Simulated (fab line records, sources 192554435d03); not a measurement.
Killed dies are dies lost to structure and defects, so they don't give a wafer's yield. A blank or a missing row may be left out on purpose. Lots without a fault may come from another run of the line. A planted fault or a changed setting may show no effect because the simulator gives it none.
fab line records | flow n5_finfet | part 1 of 2: steps 1 to 17 of 24
record lots=5 wafers=15 last_day=17
route steps=1938 shown BEOL_M9@1421
lots that met no fault: from a run of the same line without faults
start_h: hours from the record's first day to the start of the lot's first wafer shown | wait_h: hours since the lot's step before | " the same as in the row above | L1.1+2: a row that stands for several wafers | - no value, or no start given | * or withheld: withheld | < > ~ a bound
route shown NAME@n: a module of which the file shows steps, and the number in the route of the first | usual: mean/standard deviation of fault-free wafers | same: alike in all rows | chamber/n: place in a boat | sites: the reading at each site | _std_site: their standard deviation | _edge_site: outer sites' mean less inner sites' | radius_mm: how far each site lies from the wafer's centre | mask NAME#n: copy n | behind: the tool/chamber that last shaped the wafer | hold: why the lot was held/for how many hours/how that ended | device: the transistor (n, p or np) that didn't switch | end of line: the same wafers' tests at the end of the route | a step without rows: its recipe alone | killed: dies lost to structure and defects at the first sort, not the wafer's yield | map: a wafer's dies, x killed, . not, _ none there
set.NAME: the setting as run; set.NAME@STEP: as run at that earlier step | model.NAME: the simulator's own value behind a step, which no gauge read
lots at some steps of the route; a table a step, a row a wafer
services: from which hour (start_h, from the record's first day; less than 0 if before it) a tool's chamber was out of use, for how many hours, and why
## steps
# step N5_BEOL_M9_STRIP_67
# recipe chemistry=CF4 resist=SiARC power_w=300 bias_power_w=75 pressure_mtorr=50 cf4_flow_sccm=150 rf_frequency_hz=6e+07
# usual chamber_pressure_mTorr=50.00/0.043 drypump_motor_current_A=5.6/0.51 oes_product_au=0.80/0.069 rf_vpp_V=271.4/1.4 showerhead_plenum_p_Torr=1.81/0.051 throttle_valve_pct=13.51/0.19
# columns lot.wafer tool chamber start_h wait_h chamber_pressure_mTorr drypump_motor_current_A oes_product_au rf_hours_counter_h rf_vpp_V showerhead_plenum_p_Torr throttle_valve_pct
L075.2 rie_diel-02 2 224.92 0.0 49.97 5.1 0.80 96 270.6 1.74 13.57
L075.3 " 0 " " 50.02 6.1 0.75 156 271.9 1.86 13.30
L075.6 " 2 " " 49.95 5.1 0.80 - 270.7 1.74 13.58
L078.2 rie_diel-02 3 231.63 0.0 50.00 4.9 0.68 250 272.2 1.84 13.92
L078.3 " 2 " " 50.06 5.0 0.79 98 268.7 1.74 13.59
L078.6 " 3 " " 50.03 4.9 0.69 - 272.3 1.84 13.91
L093.2 rie_diel-02 3 318.22 0.0 49.98 4.9 0.92 9 272.8 1.83 13.37
L093.3 " 0 " " 50.03 6.1 0.73 188 271.4 1.85 13.37
L093.4 " 2 " " 50.01 5.1 0.77 124 268.1 1.73 13.62
L092.1 rie_diel-03 3 327.29 0.0 50.05 5.7 0.83 71 271.5 1.81 13.46
L092.3 " 2 " " 50.03 6.4 0.82 82 271.9 1.89 13.45
L092.6 " 0 " " 50.01 5.6 0.87 - 271.5 1.74 13.07
L095.1 rie_diel-01 1 343.77 0.0 50.04 5.6 0.74 189 272.1 1.79 13.65
L095.3 " 0 " " 50.01 5.8 0.80 93 270.8 1.88 13.69
L095.6 " 2 " " 49.94 4.9 0.78 - 270.1 1.73 13.42
# step N5_BEOL_M9_HM_OPEN_17
# recipe chemistry=Cl2/BCl3 target_depth_a=200 overetch_a=60 target=TiN mask_material=SOC ion_energy_ev=150 pressure_mtorr=10 icp_w=1000 bias_w=126 Cl2_flow_sccm=53.25 bcl3_flow_sccm=21.75 Ar_flow_sccm=25
# usual chamber_pressure_mTorr=9.999/0.0093 drypump_motor_current_A=5.9/0.38 oes_product_au=0.62/0.072 throttle_valve_pct=22.37/0.17
# columns lot.wafer tool chamber start_h wait_h chamber_pressure_mTorr drypump_motor_current_A oes_product_au rf_hours_counter_h throttle_valve_pct
L075.2 rie_metal-02 0 224.96 0.0 9.984 6.0 0.56 92 22.31
L075.3 " 1 " " 9.990 6.3 0.56 - 22.70
L075.6 " 1 " " 9.985 6.3 0.56 - 22.71
L078.2 rie_metal-03 1 231.67 0.0 10.006 6.1 0.77 7 22.28
L078.3 " 1 " " 9.987 6.0 0.77 - 22.28
L078.6 " 1 " " 9.989 6.1 0.76 - 22.27
L093.2 rie_metal-01 1 318.26 0.0 10.015 5.9 0.58 89 22.22
L093.3 " 1 " " 9.990 5.9 0.58 - 22.24
L093.4 " 0 " " 10.012 5.0 0.60 - 22.17
L092.1 rie_metal-01 0 327.34 0.0 10.000 5.1 0.59 69 22.19
L092.3 " 0 " " 10.011 5.0 0.60 - 22.19
L092.6 " 0 " " 9.983 5.1 0.60 - 22.18
L095.1 rie_metal-01 1 343.82 0.0 9.994 5.9 0.57 92 22.23
L095.3 " 1 " " 9.998 5.9 0.56 - 22.24
L095.6 " 1 " " 10.010 5.9 0.56 - 22.26
# step N5_BEOL_M9_STRIP_19
# recipe chemistry=O2 power_w=400 temp_c=40 pressure_mtorr=30 rf_frequency_hz=6e+07 bias_power_w=0 overash_fraction=0.2 o2_flow_sccm=225
# usual chamber_pressure_mTorr=30.00/0.033 drypump_motor_current_A=5.6/0.5 oes_product_au=0.81/0.075 rf_vpp_V=3.6/0.62 showerhead_plenum_p_Torr=2.10/0.063 throttle_valve_pct=16.59/0.18
# columns lot.wafer tool chamber start_h wait_h chamber_pressure_mTorr drypump_motor_current_A oes_product_au rf_hours_counter_h rf_vpp_V showerhead_plenum_p_Torr throttle_valve_pct
L075.2 rie_diel-01 1 225.07 0.1 29.98 5.7 0.77 149 2.6 2.10 16.61
L075.3 " 2 " " 29.98 4.8 0.81 93 4.9 2.03 16.41
L075.6 " 2 " " 29.97 4.8 0.82 - 4.1 2.03 16.41
L078.2 rie_diel-03 1 231.78 0.1 29.89 6.6 0.71 216 4.5 2.16 16.77
L078.3 " 0 " " 29.99 5.7 0.91 35 3.7 2.06 16.19
L078.6 " 3 " " 30.07 5.7 0.87 - 3.6 2.14 16.55
L093.2 rie_diel-01 3 318.37 0.1 30.03 5.5 0.83 78 3.9 2.12 16.63
L093.3 " 2 " " 30.01 4.9 0.80 121 2.5 2.02 16.48
L093.4 " 3 " " 30.04 5.5 0.83 - 2.6 2.12 16.62
L092.1 rie_diel-02 2 327.45 0.1 29.99 5.0 0.77 126 3.3 2.02 16.74
L092.3 " 3 " " 30.00 4.9 0.93 12 2.7 2.14 16.47
L092.6 " 2 " " 30.01 5.0 0.77 - 4.1 2.02 16.73
L095.1 rie_diel-03 3 344.08 0.2 30.03 5.7 0.83 77 3.5 2.13 16.62
L095.3 " 0 " " 30.03 5.7 0.86 65 4.0 2.05 16.21
L095.6 " 0 " " 29.99 5.6 0.86 - 2.9 2.05 16.24
# step N5_BEOL_M9_CD_MEAS_18
# recipe pitch_nm=140 target_cd_nm=70
# usual cd_nm=70.0/0.53
# columns lot.wafer tool chamber start_h wait_h cd_nm
L075.2 cd_sem-02 - 225.15 0.1 70.5
L075.3 " - " " 70.8
L075.6 " - " " 70.6
L078.2 cd_sem-02 - 231.85 0.1 69.8
L078.3 " - " " 70.6
L078.6 " - " " 70.4
L093.2 cd_sem-03 - 318.45 0.1 69.3
L093.3 " - " " 70.6
L093.4 " - " " 70.6
L092.1 cd_sem-03 - 327.52 0.0 69.2
L092.3 " - " " 69.1
L092.6 " - " " 69.6
L095.1 cd_sem-02 - 344.15 0.0 70.5
L095.3 " - " " 70.3
L095.6 " - " " 70.5
# step N5_BEOL_M9_COAT_63
# recipe resist=SOC temp_c=250 time_s=60 spin_rpm=1500 resist_thk_nm=60
# usual chill_plate_temp_C=23.01/0.12 heater_power_total_W=500.5/1.8 plate_temp_C=250.02/0.18
# columns lot.wafer tool chamber start_h wait_h chill_plate_temp_C heater_power_total_W plate_temp_C
L075.2 litho_track-02 0 226.95 1.8 22.98 500.7 250.15
L075.3 " 0 " " 22.83 500.4 249.72
L075.6 " 0 " " 22.98 502.6 249.85
L078.2 litho_track-01 0 232.08 0.2 22.88 498.3 249.98
L078.3 " 0 " " 22.86 502.3 249.88
L078.6 " 0 " " 22.85 498.8 249.94
L093.2 litho_track-04 0 319.18 0.7 23.21 502.0 250.00
L093.3 " 0 " " 23.09 502.6 250.22
L093.4 " 0 " " 23.15 499.5 249.96
L092.1 litho_track-02 0 329.11 1.6 23.16 499.6 250.14
L092.3 " 0 " " 23.14 501.2 249.95
L092.6 " 0 " " 23.15 499.7 250.16
L095.1 litho_track-01 0 344.52 0.4 23.13 500.0 249.81
L095.3 " 0 " " 23.04 499.6 249.74
L095.6 " 0 " " 23.09 499.6 249.63
# step N5_BEOL_M9_COAT_64
# recipe resist=SiARC temp_c=220 time_s=60 spin_rpm=1500 resist_thk_nm=12
# usual chill_plate_temp_C=23.00/0.1 heater_power_total_W=427.6/2.1 plate_temp_C=219.98/0.17
# columns lot.wafer tool chamber start_h wait_h chill_plate_temp_C heater_power_total_W plate_temp_C
L075.2 litho_track-02 0 - - 23.15 424.2 220.10
L075.3 " 0 " " 23.02 425.0 220.11
L075.6 " 0 " " 23.07 426.4 220.00
L078.2 litho_track-01 0 - - 23.04 431.0 219.92
L078.3 " 0 " " 23.09 430.8 219.88
L078.6 " 0 " " 23.20 427.7 219.98
L093.2 litho_track-04 0 - - 22.87 429.3 219.90
L093.3 " 0 " " 23.02 425.0 220.15
L093.4 " 0 " " 22.93 430.1 219.78
L092.1 litho_track-02 0 - - 23.14 427.0 220.07
L092.3 " 0 " " 23.14 428.6 219.97
L092.6 " 0 " " 23.09 425.0 219.88
L095.1 litho_track-01 0 - - 23.08 426.1 220.04
L095.3 " 0 " " 22.98 426.9 219.82
L095.6 " 0 " " 22.94 430.6 219.89
# step N5_BEOL_M9_COAT_75
# recipe resist=underlayer temp_c=205 time_s=60 spin_rpm=1500 resist_thk_nm=5
# usual chill_plate_temp_C=22.96/0.11 heater_power_total_W=391.5/1.4 plate_temp_C=205.00/0.18
# columns lot.wafer tool chamber start_h wait_h chill_plate_temp_C heater_power_total_W plate_temp_C
L075.2 litho_track-02 0 - - 22.88 394.0 204.78
L075.3 " 0 " " 22.91 389.8 205.07
L075.6 " 0 " " 22.71 391.8 204.77
L078.2 litho_track-01 0 - - 23.14 390.6 205.22
L078.3 " 0 " " 22.94 393.2 205.10
L078.6 " 0 " " 23.02 391.7 205.15
L093.2 litho_track-04 0 - - 22.95 390.1 204.81
L093.3 " 0 " " 23.01 392.0 205.12
L093.4 " 0 " " 22.95 389.8 204.79
L092.1 litho_track-02 0 - - 23.05 392.2 204.90
L092.3 " 0 " " 22.99 389.5 204.93
L092.6 " 0 " " 23.01 391.5 204.92
L095.1 litho_track-01 0 - - 23.04 389.8 205.11
L095.3 " 0 " " 23.11 393.6 204.94
L095.6 " 0 " " 23.01 389.6 205.19
# step N5_BEOL_M9_COAT_22
# recipe resist=CAR-EUV spin_rpm=1500 resist_thk_nm=30
# usual chill_plate_temp_C=22.99/0.12
# columns lot.wafer tool chamber start_h wait_h chill_plate_temp_C
L075.2 litho_track-02 0 - - 23.12
L075.3 " 0 " " 23.19
L075.6 " 0 " " 23.13
L078.2 litho_track-01 0 - - 22.95
L078.3 " 0 " " 22.92
L078.6 " 0 " " 22.95
L093.2 litho_track-04 0 - - 22.98
L093.3 " 0 " " 23.12
L093.4 " 0 " " 23.08
L092.1 litho_track-02 0 - - 23.02
L092.3 " 0 " " 22.88
L092.6 " 0 " " 22.86
L095.1 litho_track-01 0 - - 22.90
L095.3 " 0 " " 22.85
L095.6 " 0 " " 22.80
# step N5_BEOL_M9_EBR_24
# recipe solvent=PGMEA ebr_width_mm=1.5
# usual chill_plate_temp_C=22.99/0.094
# same ebr_width_mm=1.5
# columns lot.wafer tool chamber start_h wait_h chill_plate_temp_C
L075.2 litho_track-02 0 - - 23.04
L075.3 " 0 " " 23.08
L075.6 " 0 " " 22.97
L078.2 litho_track-01 0 - - 23.10
L078.3 " 0 " " 22.93
L078.6 " 0 " " 23.03
L093.2 litho_track-04 0 - - 23.03
L093.3 " 0 " " 22.87
L093.4 " 0 " " 22.91
L092.1 litho_track-02 0 - - 23.01
L092.3 " 0 " " 23.11
L092.6 " 0 " " 23.12
L095.1 litho_track-01 0 - - 22.81
L095.3 " 0 " " 22.88
L095.6 " 0 " " 23.01
# step N5_BEOL_M9_SOFTBAKE_23
# recipe temp_c=110 time_s=60 resist=CAR-EUV
# usual chill_plate_temp_C=22.99/0.1 heater_power_total_W=175.3/1.6 plate_temp_C=109.99/0.12
# columns lot.wafer tool chamber start_h wait_h chill_plate_temp_C heater_power_total_W plate_temp_C
L075.2 litho_track-02 0 - - 22.88 173.0 109.90
L075.3 " 0 " " 23.04 173.1 110.00
L075.6 " 0 " " 22.80 176.2 109.90
L078.2 litho_track-01 0 - - 22.91 176.8 109.98
L078.3 " 0 " " 22.99 177.3 109.96
L078.6 " 0 " " 22.92 173.0 110.14
L093.2 litho_track-04 0 - - 22.89 176.0 109.89
L093.3 " 0 " " 22.92 176.4 110.09
L093.4 " 0 " " 23.01 174.2 110.03
L092.1 litho_track-02 0 - - 22.89 177.5 110.02
L092.3 " 0 " " 23.02 173.0 110.01
L092.6 " 0 " " 22.87 175.0 110.01
L095.1 litho_track-01 0 - - 23.12 175.9 110.07
L095.3 " 0 " " 23.20 177.6 110.02
L095.6 " 0 " " 23.09 177.1 110.00
# step N5_BEOL_M9_EXPOSE_25
# recipe mask_id=V8 na=0.33 source_shape=annular sigma_inner=0.4 sigma_outer=0.8 polarization=unpolarized dose_mj=37.25
# usual focus_offset_nm=-0.1/0.55
# columns lot.wafer tool chamber start_h wait_h mask focus_offset_nm
L075.2 euv_scanner-01 0 227.10 - V8#0 0.3
L075.3 " 0 " " V8#0 -0.1
L075.6 " 0 " " V8#0 -0.1
L078.2 euv_scanner-01 0 232.23 - V8#0 -0.7
L078.3 " 0 " " V8#0 -0.1
L078.6 " 0 " " V8#0 -0.3
L093.2 euv_scanner-02 0 319.45 - V8#0 -0.3
L093.3 " 0 " " V8#0 0.0
L093.4 " 0 " " V8#0 -0.9
L092.1 euv_scanner-02 0 329.25 - V8#0 0.1
L092.3 " 0 " " V8#0 0.4
L092.6 " 0 " " V8#0 -0.1
L095.1 euv_scanner-01 0 344.78 - V8#0 0.1
L095.3 " 0 " " V8#0 -0.2
L095.6 " 0 " " V8#0 0.0
# step N5_BEOL_M9_PEB_26
# recipe peb_temp_c=100 peb_time_s=60 resist=CAR-EUV
# usual chill_plate_temp_C=22.99/0.11 heater_power_total_W=153.9/1.1 plate_temp_C=99.99/0.12
# same peb_time_s=60
# columns lot.wafer tool chamber start_h wait_h chill_plate_temp_C heater_power_total_W plate_temp_C
L075.2 litho_track-04 0 227.15 0.0 23.06 153.4 99.78
L075.3 " 0 " " 22.90 154.0 100.03
L075.6 " 0 " " 22.87 155.6 100.12
L078.2 litho_track-02 0 232.28 0.0 22.94 154.6 99.98
L078.3 " 0 " " 22.95 153.0 99.91
L078.6 " 0 " " 23.07 155.3 99.93
L093.2 litho_track-02 0 319.51 0.0 23.00 153.9 99.95
L093.3 " 0 " " 23.22 154.1 99.92
L093.4 " 0 " " 23.01 153.4 99.99
L092.1 litho_track-02 0 329.31 0.1 23.05 153.6 99.99
L092.3 " 0 " " 23.07 154.3 100.08
L092.6 " 0 " " 22.95 152.6 100.12
L095.1 litho_track-01 0 344.85 0.1 22.94 153.0 99.95
L095.3 " 0 " " 22.82 153.9 99.81
L095.6 " 0 " " 22.95 155.4 99.99
# step N5_BEOL_M9_DEVELOP_27
# recipe develop_time_s=30 developer=TMAH resist=CAR-EUV rinse_liquid=surfactant_rinse dry=air_spin dev_temp_c=23
# usual chill_plate_temp_C=23.01/0.11
# columns lot.wafer tool chamber start_h wait_h chill_plate_temp_C
L075.2 litho_track-04 0 - - 23.07
L075.3 " 0 " " 23.07
L075.6 " 0 " " 23.12
L078.2 litho_track-02 0 - - 22.96
L078.3 " 0 " " 22.94
L078.6 " 0 " " 22.92
L093.2 litho_track-02 0 - - 23.06
L093.3 " 0 " " 23.29
L093.4 " 0 " " 23.00
L092.1 litho_track-02 0 - - 23.25
L092.3 " 0 " " 23.06
L092.6 " 0 " " 23.09
L095.1 litho_track-01 0 - - 23.02
L095.3 " 0 " " 22.97
L095.6 " 0 " " 22.86
# step N5_BEOL_M9_CD_MEAS_28
# recipe target_cd_nm=70 landing_energy_ev=500 detector=se_inlens polarity=opening
# usual cd_nm=69.95/0.25
# same landing_energy_ev=500
# columns lot.wafer tool chamber start_h wait_h cd_nm
L075.2 cd_sem-03 0 227.22 - 69.74
L075.3 " 0 " " 69.88
L075.6 " 0 " " 69.95
L078.2 cd_sem-03 0 232.35 - 70.39
L078.3 " 0 " " 70.06
L078.6 " 0 " " 70.51
L093.2 cd_sem-03 0 319.57 - 69.84
L093.3 " 0 " " 69.86
L093.4 " 0 " " 69.93
L092.1 cd_sem-01 0 329.38 - 69.85
L092.3 " 0 " " 69.83
L092.6 " 0 " " 70.21
L095.1 cd_sem-02 0 344.92 - 69.34
L095.3 " 0 " " 70.04
L095.6 " 0 " " 69.84
# step N5_BEOL_M9_OVL_MEAS_29
# recipe points_per_wafer=522
# usual V8_OVL=0.2/0.69
# columns lot.wafer tool chamber start_h wait_h V8_OVL[nm]
L075.2 overlay-02 0 227.26 0.0 0.9
L075.3 " 0 " " 0.3
L075.6 " 0 " " 0.8
L078.2 overlay-01 0 232.38 0.0 0.6
L078.3 " 0 " " 0.3
L078.6 " 0 " " 0.6
L093.2 overlay-02 0 319.61 0.0 -2.0
L093.3 " 0 " " -0.3
L093.4 " 0 " " -0.8
L092.1 overlay-01 0 329.41 0.0 0.1
L092.3 " 0 " " 0.3
L092.6 " 0 " " -0.5
L095.1 overlay-01 0 344.95 0.0 -0.4
L095.3 " 0 " " 0.1
L095.6 " 0 " " -0.5
# step N5_BEOL_M9_INSPECT_30
# recipe mode=adi inspect_instrument=brightfield
# usual raw_defect_count=411/98
# columns lot.wafer tool chamber start_h wait_h raw_defect_count
L075.2 defect_inspect-02 - 227.31 0.0 366
L075.3 " - " " 541
L075.6 " - " " 293
L078.2 defect_inspect-01 - 232.44 0.0 405
L078.3 " - " " 387
L078.6 " - " " 306
L093.2 defect_inspect-01 - 319.66 0.0 570
L093.3 " - " " 521
L093.4 " - " " 490
L092.1 defect_inspect-02 - 329.47 0.1 511
L092.3 " - " " 310
L092.6 " - " " 649
L095.1 defect_inspect-01 - 345.00 0.1 650
L095.3 " - " " 518
L095.6 " - " " 539
# step N5_BEOL_M9_DESCUM_33
# recipe chemistry=O2 time_s=7 source_power_w=50 bias_power_w=20 pressure_mtorr=20 rf_frequency_hz=2.712e+07 temp_c=40 resist=CAR-EUV o2_flow_sccm=225
# usual chamber_pressure_mTorr=20.003/0.016 drypump_motor_current_A=5.6/0.5 oes_product_au=0.81/0.064 rf_vpp_V=243.4/1.3 showerhead_plenum_p_Torr=2.11/0.063 throttle_valve_pct=20.34/0.18
# columns lot.wafer tool chamber start_h wait_h chamber_pressure_mTorr drypump_motor_current_A oes_product_au rf_hours_counter_h rf_vpp_V showerhead_plenum_p_Torr throttle_valve_pct
L075.2 rie_diel-01 0 227.35 0.0 20.007 5.8 0.83 61 244.2 2.22 20.56
L075.3 " 2 " " 19.989 4.8 0.81 94 240.4 2.03 20.18
L075.6 " 2 " " 20.018 4.8 0.81 - 242.7 2.03 20.19
L078.2 rie_diel-03 1 232.47 0.0 19.997 6.6 0.73 216 244.1 2.15 20.46
L078.3 " 0 " " 20.008 5.7 0.92 35 243.4 2.05 19.95
L078.6 " 3 " " 19.976 5.7 0.89 - 244.4 2.13 20.35
L093.2 rie_diel-02 3 319.70 0.0 19.989 4.9 0.92 9 243.0 2.13 20.26
L093.3 " 2 " " 20.018 5.1 0.76 124 242.6 2.01 20.51
L093.4 " 0 " " 19.996 6.1 0.73 188 245.2 2.16 20.09
L092.1 rie_diel-01 3 329.50 0.0 20.003 5.5 0.83 81 244.1 2.12 20.41
L092.3 " 1 " " 19.994 5.7 0.74 183 244.2 2.08 20.42
L092.6 " 0 " " 19.977 5.8 0.80 - 245.1 2.21 20.61
L095.1 rie_diel-01 2 345.04 0.0 19.999 4.8 0.78 130 242.6 2.01 20.22
L095.3 " 0 " " 19.994 5.8 0.80 93 243.5 2.21 20.62
L095.6 " 2 " " 20.011 4.9 0.78 - 243.1 2.01 20.24
